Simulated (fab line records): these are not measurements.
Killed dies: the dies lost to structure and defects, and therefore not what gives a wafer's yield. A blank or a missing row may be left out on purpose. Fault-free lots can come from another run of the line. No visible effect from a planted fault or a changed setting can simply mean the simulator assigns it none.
Split-lot trial	flow n5-finfet	21 wafers read across 7 lots, on a route 1938 steps long

== THE SPLIT ITSELF ==
At N5_BEOL_M6_EXPOSE_08 (exposes mask M6), the setting dose-mj was moved away from the recipe's 68.25 on 9 of the 21 wafers read, by -4.7% to +3.9%. For the rest of the wafers, this setting stayed at what the recipe calls for.

== FROM THE SPLIT TO THE READING: what the file shows between them, 2 steps ==
- N5_BEOL_M6_PEB_09: peb time 60 s
- N5_BEOL_M6_DEVELOP_10: develop time 30 s

== THE READING ==
cd-nm (nm) at N5_BEOL_M6_CD_MEAS_11, where the cd target is 38.5 nm. A value of 38.6 nm with a standard deviation of 0.53 nm is what fault-free wafers of this fab line usually give.

wafer	tool, chamber at the split	dose-mj as run	against the recipe	cd-nm, nm	against lot-mates on the recipe
L075.1	arfi-scanner-02, 0	68.25	recipe	38.2	-
L075.3	arfi-scanner-02, 0	68.25	recipe	38.5	-
L075.4	arfi-scanner-02, 0	68.25	recipe	38.8	-
L078.1	arfi-scanner-03, 0	68.25	recipe	39.5	-
L078.2	arfi-scanner-03, 0	66.56	-2.5%	37.7	-1.8
L078.6	arfi-scanner-03, 0	66.56	-2.5%	38.5	-1.0
L085.1	arfi-scanner-03, 0	68.25	recipe	38.6	-
L085.5	arfi-scanner-03, 0	68.25	recipe	39.0	-
L085.6	arfi-scanner-03, 0	68.25	recipe	39.4	-
L087.3	arfi-scanner-03, 0	68.25	recipe	39.0	-
L087.4	arfi-scanner-03, 0	70.91	+3.9%	41.0	+2.0
L087.6	arfi-scanner-03, 0	70.91	+3.9%	40.5	+1.5
L093.3	arfi-scanner-01, 0	65.02	-4.7%	36.5	-1.6
L093.4	arfi-scanner-01, 0	68.25	recipe	37.9	-
L093.6	arfi-scanner-01, 0	68.25	recipe	38.3	-
L097.3	arfi-scanner-01, 0	65.71	-3.7%	37.4	-1.4
L097.5	arfi-scanner-01, 0	65.71	-3.7%	37.3	-1.5
L097.6	arfi-scanner-01, 0	68.25	recipe	38.8	-
L092.1	arfi-scanner-03, 0	70.89	+3.9%	40.5	+1.9
L092.3	arfi-scanner-03, 0	70.89	+3.9%	39.9	+1.3
L092.6	arfi-scanner-03, 0	68.25	recipe	38.6	-

FIT RESULTS
A straight line over all 21 wafers: cd-nm changes by +0.417 nm for each +1% of dose-mj; r = +0.92; the points scatter about the line by 0.45 nm.
The same after taking each lot's own level away (the mean of its wafers on the recipe; 21 wafers): +0.418 nm for each +1%; r = +0.96; scatter 0.3 nm.
According to that fit, moving dose-mj by its largest amount changes the reading by 2 nm.
The span of the lots' own levels, 38.10 to 39.50 nm, comes to 2.6 times the standard deviation stated above.
So the lot-to-lot level changes the slope little: the two slopes agree.
Check: for one of the wafers moved furthest among these (-4.7%), held out of the fit, the line's prediction against its lot-mates is -2.09 nm. Against them it came out at -1.6 nm.

== THESE WAFERS: OTHER SPLITS ==
Note: prior to the reading, these wafers also went through further splits. Each is held against what the fit with the lots' levels taken away leaves over:
other split on the same wafers	wafers away from the commonest value	r with cd-nm (lot level and that fit taken away)
N5_BEOL_M0_TRENCH_ETCH_107 target-depth-a	7	-0.08
N5_BEOL_M1_EXPOSE_25 dose-mj	6	-0.23
N5_BEOL_M2_COAT_73 spin-rpm	5	-0.04
N5_BEOL_M2_DESCUM_16 time-s	4	+0.39
N5_BEOL_M3_EXPOSE_25 dose-mj	7	-0.19
N5_BEOL_M3_ETCH_70 time-s	7	-0.04
N5_BEOL_M4_COAT_73 spin-rpm	9	+0.00

== THE FILE'S OWN FIT ==
cd-nm changes by +0.416 nm for each +1% of dose-mj, r = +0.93.
